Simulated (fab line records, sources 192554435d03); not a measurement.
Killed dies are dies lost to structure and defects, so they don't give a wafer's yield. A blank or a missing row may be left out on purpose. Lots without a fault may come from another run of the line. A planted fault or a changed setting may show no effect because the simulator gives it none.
Split-lot experiment | flow n5_finfet | 7 lots, 39 wafers read, on a route of 1938 steps

THE SPLIT
At N5_DUMMY_GATE_EXPOSE_12 (exposes mask GATE, target cd 25 nm), the setting dose_mj was moved away from the recipe's 34 on 18 of the 39 wafers read, by -7.9% to +6.0%. The other wafers ran this setting at the recipe's value.

FROM THE SPLIT TO THE READING: what the file shows between them, 2 steps
- N5_DUMMY_GATE_PEB_13: peb time 60 s
- N5_DUMMY_GATE_DEVELOP_14: develop time 30 s

THE READING
cd_nm, in nm, at N5_DUMMY_GATE_CD_MEAS_15 (target cd 25.8 nm). Fault-free wafers of this fab line usually give 25.08 nm, standard deviation 0.24 nm.

wafer  | tool, chamber at the split | dose_mj as run | against the recipe | cd_nm, nm | against lot-mates on the recipe
L078.1 | euv_scanner-02, 0          | 36.04          | +6.0%              | 24.05     | -1.22
L078.2 | euv_scanner-02, 0          | 36.04          | +6.0%              | 23.87     | -1.40
L078.3 | euv_scanner-02, 0          | 36.04          | +6.0%              | 24.21     | -1.06
L078.4 | euv_scanner-02, 0          | 34             | recipe             | 25.64     | -
L078.5 | euv_scanner-02, 0          | 34             | recipe             | 25.02     | -
L078.6 | euv_scanner-02, 0          | 34             | recipe             | 25.15     | -
L082.1 | euv_scanner-02, 0          | 31.3           | -7.9%              | 26.70     | +1.66
L082.2 | euv_scanner-02, 0          | 34             | recipe             | 24.95     | -
L082.3 | euv_scanner-02, 0          | 31.3           | -7.9%              | 26.52     | +1.48
L082.4 | euv_scanner-02, 0          | 31.3           | -7.9%              | 26.56     | +1.52
L082.5 | euv_scanner-02, 0          | 34             | recipe             | 24.97     | -
L082.6 | euv_scanner-02, 0          | 34             | recipe             | 25.21     | -
L085.1 | euv_scanner-02, 0          | 34             | recipe             | 25.41     | -
L085.2 | euv_scanner-02, 0          | 32.97          | -3.0%              | 25.38     | +0.26
L085.3 | euv_scanner-02, 0          | 32.97          | -3.0%              | 25.50     | +0.38
L085.4 | euv_scanner-02, 0          | 32.97          | -3.0%              | 25.66     | +0.54
L085.5 | euv_scanner-02, 0          | 34             | recipe             | 25.19     | -
L085.6 | euv_scanner-02, 0          | 34             | recipe             | 24.75     | -
L093.1 | euv_scanner-01, 0          | 32.59          | -4.1%              | 25.70     | +0.20
L093.2 | euv_scanner-01, 0          | 32.59          | -4.1%              | 26.07     | +0.57
L093.3 | euv_scanner-01, 0          | 34             | recipe             | 25.56     | -
L093.4 | euv_scanner-01, 0          | 34             | recipe             | 25.58     | -
L093.5 | euv_scanner-01, 0          | 34             | recipe             | 25.35     | -
L093.6 | euv_scanner-01, 0          | 32.59          | -4.1%              | 25.76     | +0.26
L094.1 | euv_scanner-02, 0          | 34             | recipe             | 25.19     | -
L094.2 | euv_scanner-02, 0          | 35.72          | +5.1%              | 24.31     | -0.98
L094.3 | euv_scanner-02, 0          | 35.72          | +5.1%              | 24.04     | -1.25
L094.4 | euv_scanner-02, 0          | 35.72          | +5.1%              | 24.17     | -1.12
L094.5 | euv_scanner-02, 0          | 34             | recipe             | 25.22     | -
L094.6 | euv_scanner-02, 0          | 34             | recipe             | 25.45     | -
L095.1 | euv_scanner-02, 0          | 35.53          | +4.5%              | 24.18     | -0.53
L095.2 | euv_scanner-02, 0          | 34             | recipe             | 24.60     | -
L095.3 | euv_scanner-02, 0          | 34             | recipe             | 25.27     | -
L095.4 | euv_scanner-02, 0          | 35.53          | +4.5%              | 24.31     | -0.40
L095.5 | euv_scanner-02, 0          | 35.53          | +4.5%              | 24.24     | -0.47
L095.6 | euv_scanner-02, 0          | 34             | recipe             | 24.25     | -
L097.4 | euv_scanner-01, 0          | 34             | recipe             | 25.07     | -
L097.5 | euv_scanner-01, 0          | 34             | recipe             | 25.03     | -
L097.6 | euv_scanner-01, 0          | 34             | recipe             | 25.22     | -

THE FIT
A straight line over all 39 wafers: cd_nm changes by -0.181 nm for each +1% of dose_mj; r = -0.93; the points scatter about the line by 0.26 nm.
The same after taking each lot's own level away (the mean of its wafers on the recipe; 39 wafers): -0.175 nm for each +1%; r = -0.93; scatter 0.26 nm.
On that fit, the largest move of dose_mj shifts the reading by 1.4 nm.
The lots' own levels span 24.707 to 25.497 nm, that is 3.3 times the standard deviation above.
So the lot-to-lot level changes the slope little: the two slopes agree.
Check: with one of the wafers moved furthest among these (-7.9%) left out of the fit, the line predicts +1.31 nm for it against its lot-mates. It came out at +1.66 nm against them.

THE WHOLE CHAIN: every reading that the file lists as answering this split, in the file's order
step                     | what it does                                                   | reading                                                           | change (the file's fit)               | r (the file's)
N5_DUMMY_GATE_CD_MEAS_15 | target cd 25.8 nm                                              | cd_nm                                                             | -0.175 nm for each +1% of the setting | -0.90
N5_DUMMY_GATE_TRIM_49    | chemistry O2, time 29 s, target cd 14 nm                       | DUMMY_GATE.cd_nm (the simulator's own value, which no gauge read) | -0.165 nm for each +1% of the setting | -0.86
N5_DUMMY_GATE_ETCH_44    | etches poly-Si in HBr/O2, stops on SiO2, target depth 127.5 nm | DUMMY_GATE.cd_nm (the simulator's own value, which no gauge read) | -0.16 nm for each +1% of the setting  | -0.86

THE FILE'S OWN FIT
cd_nm changes by -0.175 nm for each +1% of dose_mj, r = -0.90.
